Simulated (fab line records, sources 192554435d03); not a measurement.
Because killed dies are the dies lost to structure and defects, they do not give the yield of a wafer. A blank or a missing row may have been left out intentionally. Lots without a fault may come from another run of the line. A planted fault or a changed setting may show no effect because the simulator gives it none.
Split-lot experiment | flow n5 finfet | route with 1938 steps; 7 lots, 21 wafers read

== SPLIT DETAILS ==
At N5_BEOL_M9_ETCH_66 (etches SOC in N2/H2, target depth 80 nm, overetch 16 nm, time 120 s), the setting time s was moved away from the recipe's 120 s on 7 of the 21 wafers read, by -13.7% to +21.3%. The other wafers ran this setting at the recipe's value.

The split's own step is where the reading is taken.

== THE READING ==
SiARC_of_BEOL_M9_COAT_64.thk nm (the simulator's own value, which no gauge read), in nm, at N5_BEOL_M9_ETCH_66 (etches SOC in N2/H2, target depth 80 nm, overetch 16 nm, time 120 s). There is no usual value for it anywhere in the file. Average 6.4 nm, standard deviation 0.12 nm, over the 14 wafers here run with the recipe.

wafer  | tool, chamber at the split | time s as run, s | against the recipe | SiARC_of_BEOL_M9_COAT_64.thk nm, nm | against lot-mates on the recipe
L078.2 | rie diel-02, 3,2           | 120              | recipe             | 6.4                                 | -
L078.5 | rie diel-02, 3,2           | 120              | recipe             | 6.4                                 | -
L078.6 | rie diel-02, 0             | 145.6            | +21.3%             | 5.2                                 | -1.2
L081.1 | rie diel-04, 1             | 120              | recipe             | 6.4                                 | -
L081.3 | rie diel-04, 3             | 134.1            | +11.7%             | 5.6                                 | -0.7
L081.4 | rie diel-04, 2             | 120              | recipe             | 6.2                                 | -
L080.2 | rie diel-05, 2             | 120              | recipe             | 6.4                                 | -
L080.4 | rie diel-05, 3             | 136.9            | +14.1%             | 5.6                                 | -0.8
L080.5 | rie diel-05, 3             | 136.9            | +14.1%             | 5.6                                 | -0.8
L082.1 | rie diel-02, 2,0           | 103.5            | -13.7%             | 7.2                                 | +0.8
L082.3 | rie diel-02, 2,0           | 103.5            | -13.7%             | 7.2                                 | +0.8
L082.4 | rie diel-02, 2             | 120              | recipe             | 6.4                                 | -
L084.1 | rie diel-02, 2,3           | 120              | recipe             | 6.4                                 | -
L084.2 | rie diel-02, 2,3           | 120              | recipe             | 6.4                                 | -
L084.5 | rie diel-02, 1             | 120              | recipe             | 6.6                                 | -
L093.3 | rie diel-05, 0             | 120              | recipe             | 6.6                                 | -
L093.4 | rie diel-05, 2             | 120              | recipe             | 6.4                                 | -
L093.5 | rie diel-05, 1             | 145.5            | +21.2%             | 5.2                                 | -1.3
L094.2 | rie diel-02, 2             | 120              | recipe             | 6.4                                 | -
L094.3 | rie diel-02, 0             | 120              | recipe             | 6.2                                 | -
L094.4 | rie diel-02, 1             | 120              | recipe             | 6.6                                 | -
When a row names more than one chamber, that row covers several wafers, and the file does not tell which wafer ran in which chamber.

THE FIT
A straight line over all 21 wafers: SiARC_of_BEOL_M9_COAT_64.thk nm changes by -0.058 nm for each +1% of time s; r = -0.98; the points scatter about the line by 0.11 nm.
The same after taking each lot's own level away (the mean of its wafers on the recipe; 21 wafers): -0.0583 nm for each +1%; r = -0.99; scatter 0.09 nm.
On that fit, the largest move of time s shifts the reading by 1.2 nm.
The span of the lots' own levels, 6.30 to 6.50 nm, comes to 1.7 times the standard deviation stated above.
So the lot-to-lot level changes the slope little: the two slopes agree.
Check: for one of the wafers moved furthest among these (+21.3%), held out of the fit, the line's prediction against its lot-mates is -1.26 nm. Against them it came out at -1.2 nm.

== THE OTHER SPLITS THESE WAFERS WENT THROUGH ==
Other splits were also applied to these wafers ahead of the reading. Each is held against what the fit with the lots' levels taken away leaves over:
other split on the same wafers | wafers away from the commonest value | r with SiARC_of_BEOL_M9_COAT_64.thk nm (lot level and that fit taken away)
N5_BEOL_M8_DESCUM_16 time s    | 8                                    | -0.08
N5_BEOL_M8_COAT_22 spin rpm    | 4                                    | +0.09

== FILE'S OWN FIT ==
SiARC_of_BEOL_M9_COAT_64.thk nm changes by -0.0585 nm for each +1% of time s, r = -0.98.
